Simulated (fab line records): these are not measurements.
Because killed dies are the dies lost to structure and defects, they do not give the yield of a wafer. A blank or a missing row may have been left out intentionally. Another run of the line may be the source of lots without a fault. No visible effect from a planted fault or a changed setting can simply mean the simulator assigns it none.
Matching of chambers	flow nand-harc	4 sister chambers for NHARC_A_SGD_CUT_ETCHBACK_24 on rie-diel-02
The step etches the open film in CH3F/O2, target depth 50 nm, time 92.857 s. 4 wafers are shown with their chamber, then 11 later ones without.

## EACH WAFER AND ITS CHAMBER
wafer	chamber	showerhead-plenum-p-Torr (Torr)
L085.4	3	2.53
L086.2	0	2.60
L086.5	2	2.49
L090.3	1	2.50

## WAFERS MISSING THEIR CHAMBER
wafer	showerhead-plenum-p-Torr (Torr)
L090.4	2.49
L090.5	2.53
L091.1	2.50
L091.2	2.49
L091.5	2.50
L095.1	2.53
L095.2	2.49
L095.5	2.59
L096.1	2.59
L096.2	2.49
L096.3	2.53

## WHICH CHAMBER EACH WENT THROUGH
wafer	from the rows above	in truth
L090.4	2	2
L090.5	3	3
L091.1	1	1
L091.2	2	2
L091.5	1	1
L095.1	3	3
L095.2	2	2
L095.5	0	0
L096.1	0	0
L096.2	2	2
L096.3	3	3
Correctly placed: 11 of 11. Left unplaced by these rows: 0. Wrongly placed: 0.
How it was worked out, from the rows above alone: a wafer's distance from a chamber is the root of the sum, over the readings, of the square of ((its reading less the chamber's mean) divided by the reading's scatter). If the next closest chamber is less than 2 further off than the closest, the wafer can't be placed; otherwise it belongs to the closest. The mean given for a chamber averages the wafers shown for that chamber. The scatter (one wafer shown for each chamber): square how far every hidden wafer sits from the nearest shown wafer, average those squares and take the square root.
